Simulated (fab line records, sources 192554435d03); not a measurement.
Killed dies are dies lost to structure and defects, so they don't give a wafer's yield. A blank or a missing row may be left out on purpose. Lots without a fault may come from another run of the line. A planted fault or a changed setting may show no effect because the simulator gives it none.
A struck lot beside a sound one | flow n5_finfet | 37 steps out of a route of 1938
Sound: wafers L522.1, L522.4, L522.6. Struck: wafers L540.2, L540.3, L540.5. The cause comes at the end.
At each step with rows: each side's tool, then ch and its chambers, then its first start. Under that, the readings that differ: sound wafers | struck wafers | difference of the means | sigmas: that difference in standard deviations of wafers without a fault.
alike: readings whose means differ by less than 2 such deviations, and words and numbers that are the same on both sides. not compared: withheld readings, readings that some wafer has no value for, bounds like >300 that may hide the same value, and numbers for which the record gives no deviation and whose values overlap.
The two part at a step that has a row with sigmas, a row that says differs or no value, or rows on one side only. Numbers that don't overlap but have no deviation are shown without sigmas and don't part them. A reading that every wafer of one side lacks parts them only if that side has two wafers or more.

first, 9 steps without rows for these wafers: N5_WELL_APT_HMDS_01 (time 60 s); N5_WELL_APT_COAT_02 (resist thk 950 nm); N5_WELL_APT_EBR_04; N5_WELL_APT_SOFTBAKE_03 (time 60 s); N5_WELL_APT_EXPOSE_05 (exposes mask NWELL, defocus 0 nm, target cd 200 nm); N5_WELL_APT_PEB_06 (peb time 90 s); N5_WELL_APT_DEVELOP_07 (develop time 45 s); N5_WELL_APT_HARDBAKE_12 (time 120 s); N5_WELL_APT_DESCUM_13 (chemistry O2, time 7.9 s).
N5_WELL_APT_IMPLANT_14:
  sound on implanter-01 ch 0, day 2 07:49; struck on implanter-01 ch 0, day 6 20:20
  reading                   | sound             | struck            | difference | sigmas
  model.implant.rp_nm (nm)  | 202.6 202.6 202.6 | 92.02 92.02 92.02 | -110.58    |
  model.implant.drp_nm (nm) | 65.9 65.9 65.9    | 35.37 35.37 35.37 | -30.53     |
then, 25 steps without rows for these wafers: N5_WELL_APT_IMPLANT_15; N5_WELL_APT_STRIP_16 (strips in SPM, time 900 s); N5_WELL_APT_HMDS_18 (time 60 s); N5_WELL_APT_COAT_19 (resist thk 950 nm); N5_WELL_APT_EBR_21; N5_WELL_APT_SOFTBAKE_20 (time 60 s); N5_WELL_APT_EXPOSE_22 (exposes mask PWELL, defocus 0 nm, target cd 200 nm); N5_WELL_APT_PEB_23 (peb time 90 s); N5_WELL_APT_DEVELOP_24 (develop time 45 s); N5_WELL_APT_HARDBAKE_29 (time 120 s); N5_WELL_APT_DESCUM_30 (chemistry O2, time 7.9 s); N5_WELL_APT_IMPLANT_31; N5_WELL_APT_IMPLANT_32; N5_WELL_APT_STRIP_33 (strips in SPM, time 900 s); N5_WELL_APT_RTA_34 (time 10 s); N5_WELL_APT_OXIDE_STRIP_42 (strips SiO2 in dHF, time 45 s, target depth 12 nm); N5_WELL_APT_PRECLEAN_36 (cleans in O3/DIW, time 45 s); N5_WELL_APT_PRECLEAN_39 (cleans in dHF, time 60 s); N5_WELL_APT_SRD_37 (time 30 s); N5_WELL_APT_EPI_41 (deposits Si from SiH4/H2, target thk 50 nm, time 297.7 s); N5_PMOS_HMC_CHANNEL_EPI_HM_DEP_34 (deposits SiO2 from TEOS/O2, target thk 36 nm, time 6.9 s); N5_PMOS_HMC_CHANNEL_EPI_COAT_31 (time 60 s, resist thk 66 nm); N5_PMOS_HMC_CHANNEL_EPI_COAT_03 (resist thk 205 nm); N5_PMOS_HMC_CHANNEL_EPI_EBR_05; N5_PMOS_HMC_CHANNEL_EPI_SOFTBAKE_04 (time 60 s).
-- the record jumps here: 6 days lie between the struck wafers' starts before and after (it left off in module PMOS_HMC_CHANNEL_EPI and takes up again in module BEOL_M4, whose first step shown is number 1111 of the route) --
N5_BEOL_M4_RC_MEAS_101:
  sound on prober-02 ch 0, day 8 15:08; struck on prober-02 ch 0, day 13 02:27
  reading           | sound          | struck         | difference | sigmas
  RS_NWELL (ohm/sq) | 1045 1042 1053 | 1946 1944 1950 | +900       | +99 or more
  alike: DIBL_N, DIBL_P, IOFF_N, IOFF_P, ION_N, ION_P, SS_N, SS_P, VT_N, VT_P
-- the record jumps here: 5 days lie between the struck wafers' starts before and after (it left off in module BEOL_M4 and takes up again in module PASSIVATION, whose first step shown is number 1936 of the route) --
N5_PASSIVATION_PROBE_49:
  the record has rows for the struck wafers here (prober-02, day 17 22:10) and none for the sound ones

WHERE THEY PART
First at N5_BEOL_M4_RC_MEAS_101; last, within this record, at N5_PASSIVATION_PROBE_49.

WHY: what the simulator had put in
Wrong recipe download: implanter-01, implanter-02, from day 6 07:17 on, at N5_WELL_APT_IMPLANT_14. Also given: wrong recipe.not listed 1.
